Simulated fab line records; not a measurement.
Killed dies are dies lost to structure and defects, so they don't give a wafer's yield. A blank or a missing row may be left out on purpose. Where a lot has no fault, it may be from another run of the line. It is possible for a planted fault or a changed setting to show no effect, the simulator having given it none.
What tool caused it?    flow n5_finfet    9 lots with 27 wafers sampled at 5 steps, on a route of 1938 steps

WHAT THE GAUGES READ, wafer by wafer
N5_BEOL_M1_OVL_MEAS_29. Usual: for V0_OVL the level is -0.1 nm and the standard deviation is 0.73.
lot   measured      on          V0_OVL (nm)     flag
L707  day 6 03:43   overlay-02  -0.1 0.6 -0.6   
L712  day 7 11:53   overlay-01  -0.6 -0.5 -0.4  
L716  day 8 10:53   overlay-01  -1.8 -0.5 -0.9  
L719  day 9 03:54   overlay-01  0.4 0.0 0.6     
L720  day 9 10:26   overlay-02  0.3 -0.2 -0.9   
L721  day 9 10:55   overlay-02  0.2 0.6 0.6     
L722  day 10 02:43  overlay-02  -1.7 -1.1 -0.7  
L728  day 11 07:58  overlay-01  0.0 1.3 -0.8    
L730  day 11 22:02  overlay-02  0.3 1.2 0.2     

N5_BEOL_M4_RC_MEAS_101. Usual: DIBL_N 35.7 mV/V, standard deviation 1.3; DIBL_P 36.0 mV/V, standard deviation 1.6; IOFF_N 0.154 nA/um, standard deviation 0.025; IOFF_P 0.21 nA/um, standard deviation 0.034; ION_N 675 uA/um, standard deviation 9.7; ION_P 465 uA/um, standard deviation 7.4; SS_N 71.3 mV/dec, standard deviation 0.55; SS_P 73.1 mV/dec, standard deviation 0.52; VT_N 250 mV, standard deviation 3; VT_P -249 mV, standard deviation 3.6.
lot   measured      on         DIBL_N (mV/V)   DIBL_P (mV/V)   IOFF_N (nA/um)     IOFF_P (nA/um)  ION_N (uA/um)  ION_P (uA/um)  SS_N (mV/dec)   SS_P (mV/dec)   VT_N (mV)    VT_P (mV)       flag
L707  day 7 23:34   prober-01  37.3 35.8 37.5  39.0 37.3 39.4  0.199 0.157 0.190  0.25 0.22 0.26  697 682 674    474 469 464    71.6 71.3 72.0  73.8 72.9 73.9  244 247 244  -248 -248 -248  
L712  day 9 03:46   prober-01  36.2 37.3 35.7  36.6 38.7 35.5  0.185 0.213 0.158  0.28 0.30 0.24  690 704 682    481 492 469    71.3 71.8 71.7  73.0 73.5 72.8  244 244 248  -242 -243 -245  
L716  day 10 02:07  prober-02  35.9 34.7 34.6  36.1 35.1 34.3  0.152 0.137 0.133  0.19 0.18 0.17  666 676 672    458 467 457    71.8 71.7 71.9  74.0 73.5 73.0  250 250 252  -253 -253 -257  
L719  day 10 20:22  prober-01  35.5 37.2 36.6  34.5 36.2 35.7  0.131 0.157 0.153  0.17 0.20 0.18  669 670 685    456 454 458    70.7 71.0 71.5  74.0 73.5 74.0  254 250 249  -256 -255 -255  
L720  day 11 00:29  prober-01  34.1 33.7 33.2  35.8 35.4 33.6  0.137 0.127 0.117  0.21 0.20 0.18  678 669 672    467 469 458    70.9 70.1 70.5  73.3 72.6 72.7  251 252 254  -251 -249 -254  
L721  day 11 02:43  prober-02  37.6 37.9 38.0  37.7 37.9 38.6  0.174 0.182 0.188  0.25 0.23 0.26  689 676 684    475 463 474    71.1 71.7 72.4  72.6 73.7 73.0  246 247 247  -246 -249 -246  
L722  day 12 06:13  prober-02  33.4 34.0 34.2  33.0 33.0 33.6  0.112 0.117 0.121  0.17 0.16 0.17  668 665 664    469 460 456    70.9 70.6 70.5  73.2 72.9 73.1  256 253 253  -252 -253 -255  
L728  day 13 18:19  prober-02  35.3 39.4 35.3  33.8 39.1 34.4  0.121 0.195 0.121  0.15 0.21 0.14  671 680 668    453 454 449    70.8 71.6 70.8  72.5 73.3 72.3  254 249 254  -256 -251 -262  
L730  day 13 14:23  prober-02  36.9 36.3 37.2  35.3 35.5 36.2  0.160 0.151 0.168  0.20 0.19 0.21  671 673 680    459 467 459    71.9 71.9 71.7  72.7 72.9 73.7  249 249 249  -252 -252 -251  

EACH LOT AND THE TOOL THAT RAN IT (in order: tool; ch and the chambers of the sampled wafers; start)
lot   N5_BEOL_M1_STRIP_19                 N5_BEOL_M1_ALD_98                  N5_BEOL_M1_ETCHBACK_99
L707  rie_diel-05 ch 0,3, day 6 03:19     ald_sin-02 ch 0,2, day 6 03:57     rie_diel-06 ch 1,3, day 6 04:07
L712  rie_diel-02 ch 0,1,2, day 7 11:25   ald_sin-01 ch 0,2,3, day 7 12:07   rie_diel-05 ch 0,2,3, day 7 14:07
L716  rie_diel-02 ch 0,2,3, day 8 09:02   ald_sin-01 ch 1,2,3, day 8 11:28   rie_diel-02 ch 1,2,3, day 8 12:50
L719  rie_diel-05 ch 0,1, day 9 03:29     ald_sin-01 ch 0,3, day 9 04:16     rie_diel-02 ch 1,2,3, day 9 05:10
L720  rie_diel-06 ch 0,1,2, day 9 10:01   ald_sin-02 ch 1,2,3, day 9 10:41   rie_diel-05 ch 0,1,3, day 9 13:13
L721  rie_diel-05 ch 0,1, day 9 10:27     ald_sin-01 ch 1,2, day 9 11:22     rie_diel-02 ch 0,1,2, day 9 13:26
L722  rie_diel-05 ch 2,3, day 10 02:10    ald_sin-01 ch 0,1,2, day 10 02:56  rie_diel-06 ch 0,3, day 10 04:14
L728  rie_diel-02 ch 1,2,3, day 11 07:33  ald_sin-02 ch 0,1,3, day 11 08:11  rie_diel-02 ch 0,2,3, day 11 17:38
L730  rie_diel-05 ch 0,2,3, day 11 21:37  ald_sin-02 ch 0,1,2, day 11 22:16  rie_diel-06 ch 1,2,3, day 11 22:23
- N5_BEOL_M1_STRIP_19: strips in O2.
- N5_BEOL_M1_ALD_98: deposits SiO2, target thk 2.5 nm, pulse time 1 s, co reactant pulse time 1 s.
- N5_BEOL_M1_ETCHBACK_99: etches SiO2 in CHF3, target depth 5 nm, time 10.4 s.

AS READ BY THE TOOLS THEMSELVES (means over the sampled wafers that have a number; for cases with no such wafer, the mark the record gives instead)
N5_BEOL_M1_STRIP_19. Usual: drypump_motor_current_A 5.8 A, standard deviation 0.45; oes_product_au 0.76 a.u., standard deviation 0.075; rf_vpp_V 3.6 V, standard deviation 0.45; showerhead_plenum_p_Torr 2.13 Torr, standard deviation 0.085; throttle_valve_pct 16.80 %, standard deviation 0.17.
lot   tool         drypump_motor_current_A (A)  oes_product_au (a.u.)  rf_vpp_V (V)  showerhead_plenum_p_Torr (Torr)  throttle_valve_pct (%)  flag
L707  rie_diel-05  6.2                          0.77                   3.6           2.18                             16.94                   
L712  rie_diel-02  5.7                          0.74                   4.0           2.13                             16.74                   
L716  rie_diel-02  5.9                          0.82                   3.7           2.15                             16.68                   
L719  rie_diel-05  6.0                          0.77                   3.8           2.01                             16.81                   
L720  rie_diel-06  5.4                          0.75                   3.7           2.12                             16.80                   
L721  rie_diel-05  5.7                          0.76                   3.8           2.10                             16.80                   
L722  rie_diel-05  6.3                          0.71                   3.4           2.16                             16.89                   
L728  rie_diel-02  5.7                          0.80                   3.9           2.20                             16.63                   
L730  rie_diel-05  6.1                          0.72                   3.2           2.16                             16.92                   

N5_BEOL_M1_ALD_98. Usual: heater_power_w 79 W, standard deviation 11; precursor_pulse_height_rel 0.998, standard deviation 0.018; susceptor_temp_C 100.01 C, standard deviation 0.14.
lot   tool        heater_power_w (W)  precursor_pulse_height_rel  susceptor_temp_C (C)  flag
L707  ald_sin-02  89                  0.987                       99.95                 
L712  ald_sin-01  73                  0.997                       100.00                
L716  ald_sin-01  72                  1.017                       99.96                 
L719  ald_sin-01  76                  0.990                       99.93                 
L720  ald_sin-02  87                  0.985                       99.99                 
L721  ald_sin-01  71                  1.016                       102.16                OFF
L722  ald_sin-01  76                  0.986                       102.05                OFF
L728  ald_sin-02  86                  1.014                       99.89                 
L730  ald_sin-02  92                  1.009                       100.07                

N5_BEOL_M1_ETCHBACK_99. Usual: bias_w 47.00 W (standard deviation 0.13); drypump_motor_current_A 5.8 A (standard deviation 0.46); oes_ar_750_au 0.76 a.u. (standard deviation 0.071); oes_product_au 0.76 a.u. (standard deviation 0.076); rf_vpp_V 240.3 V (standard deviation 2.6); showerhead_plenum_p_Torr 2.18 Torr (standard deviation 0.083); throttle_valve_pct 17.19 % (standard deviation 0.19).
lot   tool         bias_w (W)  drypump_motor_current_A (A)  oes_ar_750_au (a.u.)  oes_product_au (a.u.)  rf_vpp_V (V)  showerhead_plenum_p_Torr (Torr)  throttle_valve_pct (%)  flag
L707  rie_diel-06  47.02       5.5                          0.72                  0.72                   239.2         2.17                             17.30                   
L712  rie_diel-05  46.95       6.0                          0.75                  0.75                   239.6         2.23                             17.24                   
L716  rie_diel-02  46.98       5.7                          0.82                  0.82                   241.8         2.26                             16.97                   
L719  rie_diel-02  46.97       5.7                          0.81                  0.81                   243.5         2.26                             16.96                   
L720  rie_diel-05  47.03       6.1                          0.76                  0.75                   239.5         2.15                             17.31                   
L721  rie_diel-02  47.08       5.7                          0.73                  0.74                   240.0         2.17                             17.15                   
L722  rie_diel-06  47.08       5.4                          0.76                  0.76                   239.0         2.21                             17.35                   
L728  rie_diel-02  46.87       5.9                          0.79                  0.78                   239.6         2.19                             17.08                   
L730  rie_diel-06  46.98       5.7                          0.78                  0.78                   239.9         2.18                             17.23                   

THE ANSWER, worked out from the rows above alone
Rule: a lot is off if the mean of its wafers that have a number lies more than 3 standard deviations from the usual mean. A lot without any number at a reading at which 4 lots or more have one is off too. All remaining lots with rows at the step are treated as sound. Order of review: gauges by route order, followed by the tools' own readings, for which a lot's mean as printed above is used. At the first step where some lot is off, the reading lying furthest off is the one used; lots without a number count as furthest.
Off: L721, L722 (N5_BEOL_M1_ALD_98, susceptor_temp_C).
If a tool, at that step or one of the process steps before it, ran each lot that is off and ran no sound lot following the first of them, it fits. One fits: ald_sin-01 at N5_BEOL_M1_ALD_98. Its last sound lot is L719 (day 9 04:16), its first lot that is off L721 (day 9 11:22): a fault that began between those two fits.
On the lots that are off, the tool's own readings at N5_BEOL_M1_ALD_98 differ by more than 5 times the standard deviation of the sound lots' means, which bears it out; susceptor_temp_C reads 102.10 C there versus 99.97 C on the sound lots.

WHAT WAS PUT IN BY THE SIMULATOR
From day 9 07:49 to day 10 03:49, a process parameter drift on ald_sin-01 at N5_BEOL_M1_ALD_98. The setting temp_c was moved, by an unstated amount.
Lots struck among those shown: L721, L722. The rule above found the same.
